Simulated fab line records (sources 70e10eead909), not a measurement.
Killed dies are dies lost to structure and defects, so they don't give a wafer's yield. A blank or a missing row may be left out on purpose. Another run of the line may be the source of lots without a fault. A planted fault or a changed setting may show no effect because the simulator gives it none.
One fault seen from 2 desks | flow nand_harc | each desk holds nothing but its own numbers, with what lay behind them at the end

## FROM THE METROLOGY DESK
What the gauges read, lot by lot, whatever tool the lot ran on: means of the sampled wafers that have a number. If a lot's mean is further than 4 standard deviations from the usual mean, the lot is out of limits and carries the mark OUT (the distance appears in the brackets).
Columns: A = thk_nm at NHARC_P_BONDPAD_THK_MEAS_33, usual 200.0 nm
lot  | first seen here | A
L455 | day 6 17:56     | 199.5
L454 | day 6 19:38     | 200.3
L456 | day 7 04:57     | 162.1 (-27) OUT
L459 | day 7 15:24     | 168.6 (-22) OUT
L469 | day 10 14:37    | 200.3
L471 | day 10 15:18    | 199.7
L470 | day 10 15:40    | 199.4
L473 | day 10 23:17    | 199.5
L474 | day 11 06:29    | 198.7
L475 | day 11 11:17    | 201.5
L476 | day 11 21:15    | 200.7
L477 | day 12 01:11    | 199.6
This desk finds L456, L459 out of limits, L456 being first, at day 7 04:57 (thk_nm at NHARC_P_BONDPAD_THK_MEAS_33). L455, L454, L469, L471, L470, L473, L474, L475, L476, L477 stayed within limits.

## AT THE TOOL OWNER'S DESK: pecvd-03
The tool's own readings at NHARC_P_BONDPAD_DEP_00 (deposits SiCN, target thk 250 nm): means of the sampled wafers that have a number, for each lot that ran on this tool. If a lot's mean is further than 4 standard deviations from the usual mean, the lot is out of limits and carries the mark OUT (the distance appears in the brackets).
Columns: A = heater_power_w at NHARC_P_BONDPAD_DEP_00, usual 582 W
lot  | first seen here | A
L455 | day 6 17:22     | 580
L456 | day 7 04:20     | 543
L459 | day 7 14:47     | 466
L470 | day 10 15:01    | 494
L473 | day 10 22:25    | 559
L475 | day 11 10:43    | 629
L476 | day 11 20:35    | 555
This desk's verdict: no lot among the 7 shows anything out of limits.

## PUT TOGETHER
L456, L459 would have let the metrology desk raise an alarm at day 7 04:57.
Nothing out of limits was seen by the tool owner's desk.
On record at the tool owner's desk: L456, L459, within its limits.
All the named lots went through NHARC_P_BONDPAD_DEP_00 on pecvd-03.

## WHAT WAS PUT IN BY THE SIMULATOR
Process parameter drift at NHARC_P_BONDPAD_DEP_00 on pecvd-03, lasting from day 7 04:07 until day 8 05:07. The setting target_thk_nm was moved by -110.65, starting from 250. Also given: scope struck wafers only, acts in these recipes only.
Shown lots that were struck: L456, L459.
Per desk, hours elapsed from the start of the fault to the first reading out of limits: for the metrology desk, 1.
